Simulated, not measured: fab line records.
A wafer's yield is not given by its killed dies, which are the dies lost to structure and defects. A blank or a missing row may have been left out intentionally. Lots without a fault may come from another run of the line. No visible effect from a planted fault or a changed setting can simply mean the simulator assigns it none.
Struck lot and sound lot, side by side / flow nand_harc / 25 steps out of a route of 1302
Sound: the wafers L230.1, L230.2, L230.6. Struck: wafers L234.1, L234.2, L234.3. The cause is given at the end.
Per side, at each step with rows, come the tool, then ch with its chambers, and then its first start. Under that, the readings that differ: sound wafers / struck wafers / difference of the means / sigmas: that difference in standard deviations of wafers without a fault.
alike: readings whose means differ by less than 2 such deviations, and words and numbers that are the same on both sides. not compared: withheld readings, readings that some wafer has no value for, bounds like >300 that may hide the same value, and numbers for which the record gives no deviation and whose values overlap.
The two part at a step that has a row with sigmas, a row that says differs or no value, or rows on one side only. Numbers that don't overlap but have no deviation are shown without sigmas and don't part them. A reading that every wafer of one side lacks parts them only if that side has two wafers or more.

NHARC_P_ZERO_WELL_INSPECT_43:
  struck on defect_inspect-02, day 4 16:30; sound on defect_inspect-01, day 2 23:35
  alike: raw_defect_count
then, 11 steps without rows for these wafers: NHARC_P_STI_ETCH_26 (etches SiO2 in dHF, target depth 11 nm); NHARC_P_STI_PRECLEAN_27 (cleans in SC1); NHARC_P_STI_SRD_28; NHARC_P_STI_OXIDE_29 (material SiO2, target thk 10 nm, ox time 1362 s); NHARC_P_STI_HM_DEP_30 (deposits Si3N4, target thk 80 nm, time 873 s); NHARC_P_STI_DEHYDRATE_01 (time 120 s); NHARC_P_STI_HMDS_02 (time 30 s); NHARC_P_STI_COAT_41 (time 65 s); NHARC_P_STI_COAT_03 (resist thk 600 nm); NHARC_P_STI_SOFTBAKE_04 (time 70 s); NHARC_P_STI_EBR_05.
NHARC_P_STI_EXPOSE_06: exposes mask P STI, target cd 200 nm.
  sound on krf_scanner-03 ch 0, day 3 16:58; struck on krf_scanner-02 ch 0, day 5 10:17
reading=mask; sound=P_STI#0 P_STI#0 P_STI#0; struck=P_STI_R1#0 P_STI_R1#0 P_STI_R1#0; difference=differs; sigmas=
then, 2 steps without rows for these wafers: NHARC_P_STI_PEB_07 (peb time 80 s); NHARC_P_STI_DEVELOP_08 (time 50 s).
NHARC_P_STI_CD_MEAS_09: target cd 200 nm.
  sound on cd_sem-03 ch 0, day 3 17:07; struck on cd_sem-02 ch 0
reading=cd_nm (nm); sound=200.0 200.9 197.5; struck=195.4 190.3 195.4; difference=-5.8; sigmas=-3
  not compared: hold
NHARC_P_STI_OVL_MEAS_10:
  struck on overlay-01, day 5 14:00; sound on overlay-01, day 3 17:12
reading=hold; sound=- - -; struck=await_dispo/3.3h/release await_dispo/3.3h/release await_dispo/3.3h/release; difference=no value on the sound wafers; sigmas=
reading=overlay_x_nm (nm); sound=-13 -13 -13; struck=2 1 1; difference=+14; sigmas=+2
  alike: overlay_y_nm
NHARC_P_STI_INSPECT_11:
  struck on defect_inspect-02, day 5 14:03; sound on defect_inspect-02, day 3 17:14
  alike: raw_defect_count
then, 1 step without rows for these wafers: NHARC_P_STI_HARDBAKE_13 (time 65 s).
NHARC_P_STI_DESCUM_14: chemistry O2, time 3 s.
  sound on rie_diel-03 ch 1,2, day 3 17:23; struck on rie_diel-13 ch 0,1,2, day 5 14:11
reading=model.P_STI.cd_nm (nm); sound=199.6 200.3 197; struck=195.7 190.2 196.1; difference=-5.0; sigmas=
  alike: drypump_motor_current_A, oes_product_au, rf_vpp_V, showerhead_plenum_p_Torr, throttle_valve_pct
  not compared: rf_hours_counter_h
NHARC_P_STI_ETCH_42: etches the open film in N2/H2, target depth 80 nm, overetch 24 nm, time 61 s.
  sound on rie_diel-03 ch 0,2, day 3 17:28; struck on rie_diel-13 ch 0,1,2, day 5 14:21
  alike: drypump_motor_current_A, oes_product_au, rf_vpp_V, showerhead_plenum_p_Torr, throttle_valve_pct
  not compared: rf_hours_counter_h
NHARC_P_STI_ETCH_31: etches the open film in CF4/CHF3, target depth 108.9 nm, time 54.5 s.
  sound on rie_diel-03 ch 0,1,3; struck on rie_diel-13 ch 0,1,2
  alike: drypump_motor_current_A, oes_product_au, rf_vpp_V, showerhead_plenum_p_Torr, throttle_valve_pct
  not compared: rf_hours_counter_h
NHARC_P_STI_ETCH_15: etches the open film in HBr/Cl2, target depth 300 nm, time 100.1 s.
  sound on rie_si-05 ch 0,1,2, day 3 17:40; struck on rie_si-05 ch 0,1,3, day 5 14:35
  alike: drypump_motor_current_A, oes_product_au, throttle_valve_pct
  not compared: rf_hours_counter_h, model.P_STI.cd_nm
NHARC_P_STI_CD_MEAS_16:
  struck on cd_sem-02, day 5 14:43; sound on cd_sem-03, day 3 17:49
  alike: cd_nm
-- record jumps: 22 days between struck wafers' starts before vs after; left off in module P_STI, resumes in module END, first step shown is number 1302 of the route --
NHARC_END_SORT_01:
  sound on prober-01 ch 0, day 25 14:22; struck on prober-01 ch 0, day 27 14:02
reading=killed_at_array; sound=88 85 87; struck=35 28 30; difference=-56; sigmas=-3
reading=killed_at_periphery; sound=9 10 7; struck=4 0 1; difference=-7; sigmas=-2
reading=killed_dies; sound=97 95 94; struck=39 29 31; difference=-62; sigmas=-3
  alike: killed_at_other, killed_open, killed_short

## WHERE THEY PART
Last at NHARC_END_SORT_01 as far as this record goes, first at NHARC_P_STI_EXPOSE_06.

WHY: the cause the simulator had injected
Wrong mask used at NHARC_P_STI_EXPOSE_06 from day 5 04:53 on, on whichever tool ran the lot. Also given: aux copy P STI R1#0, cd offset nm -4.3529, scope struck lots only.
